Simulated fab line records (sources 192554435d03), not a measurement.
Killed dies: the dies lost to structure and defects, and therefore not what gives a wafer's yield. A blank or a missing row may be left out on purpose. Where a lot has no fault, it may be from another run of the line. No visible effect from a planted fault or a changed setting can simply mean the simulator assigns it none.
One fault through the eyes of 3 desks -- flow n5Finfet -- only its own numbers are on each desk; what lay behind them is given at the end

## THE DEFECT DESK
Inspection counts along the route, by lot: the mean over sampled wafers that carry a number. If a lot's mean is further than 4 standard deviations from the usual mean, the lot is out of limits and carries the mark OUT (the distance appears in the brackets).
Columns: A = rawDefectCount at N5_BEOL_M0_SAQP_INSPECT_42, usual 266
lot,first seen here,A
L485,day 7 16:49,224
L492,day 9 08:17,167
L495,day 10 07:30,290
L498,day 11 02:03,315
L500,day 11 12:32,198
Finding of this desk: none of the 5 lots has anything out of limits.

## DESK OF THE TOOL OWNER: rieDiel-05
The tool's own readings at N5_BEOL_M0_SAQP_CUT_ETCH_46 (etches SOC in N2/H2, target depth 135 nm, overetch 27 nm, time 202.5 s): means of the sampled wafers that have a number, for each lot that ran on this tool. If a lot's mean is further than 4 standard deviations from the usual mean, the lot is out of limits and carries the mark OUT (the distance appears in the brackets).
Columns: A = drypumpMotorCurrentA at N5_BEOL_M0_SAQP_CUT_ETCH_46, usual 5.7 A; B = rfFwdPowerW at N5_BEOL_M0_SAQP_CUT_ETCH_46, usual 837.3 W; C = rfVppV at N5_BEOL_M0_SAQP_CUT_ETCH_46, usual 524.0 V; D = showerheadPlenumPTorr at N5_BEOL_M0_SAQP_CUT_ETCH_46, usual 2.55 Torr; E = throttleValvePct at N5_BEOL_M0_SAQP_CUT_ETCH_46, usual 17.8 %
lot,first seen here,A,B,C,D,E
L485,day 7 16:56,5.3,837.7,524.0,2.55,17.8
L495,day 10 07:37,5.6,905.8 (+25) OUT,511.4 (-7.9) OUT,2.55,17.8
This desk's verdict: out of limits on L495, starting with L495 at day 10 07:37 (rfFwdPowerW at N5_BEOL_M0_SAQP_CUT_ETCH_46). In limits: L485.

## AT THE METROLOGY DESK
Means of the sampled wafers that have a number, per lot and without regard to the tool the lot ran on: this is what the gauges read. If a lot's mean is further than 4 standard deviations from the usual mean, the lot is out of limits and carries the mark OUT (the distance appears in the brackets). Only the readings that lie furthest out on some lot appear, 7 of the 12 it has.
Columns: A = cdNm at N5_BEOL_M0_SAQP_CD_MEAS_40, usual 29.99 nm; B = M0_CUT1_OVL at N5_BEOL_M0_SAQP_OVL_MEAS_41, usual -0.1 nm; C = DIBL_P at N5_BEOL_M4_RC_MEAS_101, usual 36.3 mV/V; D = ION_N at N5_BEOL_M4_RC_MEAS_101, usual 676 uA/um; E = ION_P at N5_BEOL_M4_RC_MEAS_101, usual 463 uA/um; F = SS_N at N5_BEOL_M4_RC_MEAS_101, usual 71.5 mV/dec; G = VT_N at N5_BEOL_M4_RC_MEAS_101, usual 249.3 mV
lot,first seen here,A,B,C,D,E,F,G
L485,day 7 16:44,30.21,0.1,37.0,666,455,71.3,250.8
L492,day 9 08:12,30.16,-0.3,36.7,677,467,71.4,246.5
L495,day 10 07:25,29.89,-0.2,36.0,682,464,72.2,248.9
L498,day 11 01:58,29.52,-1.0,35.5,680,461,71.7,250.0
L500,day 11 12:26,29.96,1.0,34.8,675,466,71.3,251.1
Finding of this desk: none of the 5 lots has anything out of limits.

## TAKEN TOGETHER
The tool owner's desk could have raised an alarm at day 10 07:37, on L495.
Nothing out of limits was seen by the defect desk.
At the metrology desk, nothing out of limits was observed.
The defect desk has L495 on record, within its limits.
The metrology desk holds a record of L495, inside its limits.
All the named lots went through N5_BEOL_M0_SAQP_CUT_ETCH_46 on rieDiel-05.

## WHAT HAD BEEN PUT IN BY THE SIMULATOR
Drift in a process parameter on rieDiel-05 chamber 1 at N5_BEOL_M0_SAQP_CUT_ETCH_46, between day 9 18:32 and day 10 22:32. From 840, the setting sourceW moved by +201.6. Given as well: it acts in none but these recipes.
Lots struck among those shown: L495.
Each desk's first reading out of limits, in hours after the fault started: the tool owner's desk, 13.
